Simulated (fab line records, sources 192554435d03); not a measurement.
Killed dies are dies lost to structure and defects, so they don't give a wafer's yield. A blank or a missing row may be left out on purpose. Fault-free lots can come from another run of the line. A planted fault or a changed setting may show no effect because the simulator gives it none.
One fault through the eyes of 2 desks	flow n5-finfet	what lay behind the numbers comes last; until then each desk has only its own

## THE TOOL OWNER'S DESK: ald-metal-03
The tool's own readings at N5_HKMG_FIN_NWFM_ALD_20 (deposits TiAlC, target thk 2 nm, pulse time 3 s, purge time 2 s): means of the sampled wafers that have a number, for each lot that ran on this tool. The brackets show how far a lot's mean lies from the usual mean; more than 4 standard deviations puts the lot out of limits, marked OUT.
Columns: A = heater-power-outer-w at N5_HKMG_FIN_NWFM_ALD_20, usual 274 W; B = heater-power-w at N5_HKMG_FIN_NWFM_ALD_20, usual 487 W; C = precursor-pulse-height-rel at N5_HKMG_FIN_NWFM_ALD_20, usual 0.998
lot	first seen here	A	B	C
L182	day 4 16:19	303	531	1.000
L188	day 5 21:24	266	462	1.007
L189	day 6 08:02	282	489	1.004
L190	day 6 12:52	286	503	0.999
This desk's verdict: no lot among the 4 shows anything out of limits.

## THE METROLOGY DESK
What the gauges read for every lot (on any tool): the sampled wafers with a number, averaged. The brackets show how far a lot's mean lies from the usual mean; more than 4 standard deviations puts the lot out of limits, marked OUT. Readings shown: 7 out of 18 (the first out of limits, and those lying furthest out on some lot).
Columns: A = IOFF_N at N5_BEOL_M4_RC_MEAS_101, usual 0.16 nA/um; B = IOFF_N_85C at N5_BEOL_M4_RC_MEAS_101, usual 3.1 nA/um; C = IOFF_N_LIN at N5_BEOL_M4_RC_MEAS_101, usual 0.073 nA/um; D = IOFF_N_LONG at N5_BEOL_M4_RC_MEAS_101, usual 5.49e-05 nA/um; E = VT_N at N5_BEOL_M4_RC_MEAS_101, usual 250 mV; F = VT_N_LONG at N5_BEOL_M4_RC_MEAS_101, usual 275.3 mV; G = VT_N_LVT at N5_BEOL_M4_RC_MEAS_101, usual 99 mV
lot	first seen here	A	B	C	D	E	F	G
L182	day 9 15:51	0.12	2.4	0.058	5.43e-05	255	275.3	101
L188	day 10 20:10	0.80 (+18) OUT	11.5 (+15) OUT	0.370 (+23) OUT	1.88e-04 (+74) OUT	216 (-10) OUT	242.5 (-17) OUT	66 (-9.2) OUT
L189	day 11 00:51	0.85 (+20) OUT	12.3 (+16) OUT	0.386 (+24) OUT	2.08e-04 (+85) OUT	213 (-11) OUT	237.1 (-20) OUT	60 (-11) OUT
L190	day 11 21:32	0.74 (+17) OUT	10.8 (+14) OUT	0.329 (+20) OUT	1.69e-04 (+64) OUT	222 (-8.4) OUT	248.6 (-14) OUT	72 (-7.6) OUT
L192	day 12 08:47	0.16	3.2	0.076	5.33e-05	249	274.4	99
This desk reports L188, L189, L190 out of limits; the earliest was L188 at day 10 20:10 (IOFF_N at N5_BEOL_M4_RC_MEAS_101). L182, L192: within limits.

## ALL TOGETHER
The metrology desk could have raised an alarm at day 10 20:10, on L188, L189, L190.
The desk of the tool owner found nothing out of limits.
Tool owner's desk: L188, L189, L190 on record, inside its limits.
On ald-metal-03, each named lot ran N5_HKMG_FIN_NWFM_ALD_20.

## WHAT THE SIMULATOR HAD INSERTED
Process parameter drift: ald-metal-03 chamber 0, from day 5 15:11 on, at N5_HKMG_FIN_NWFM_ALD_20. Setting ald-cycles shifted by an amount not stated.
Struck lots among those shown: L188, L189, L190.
Per desk, hours elapsed from the start of the fault to the first reading out of limits: for the metrology desk, 125.
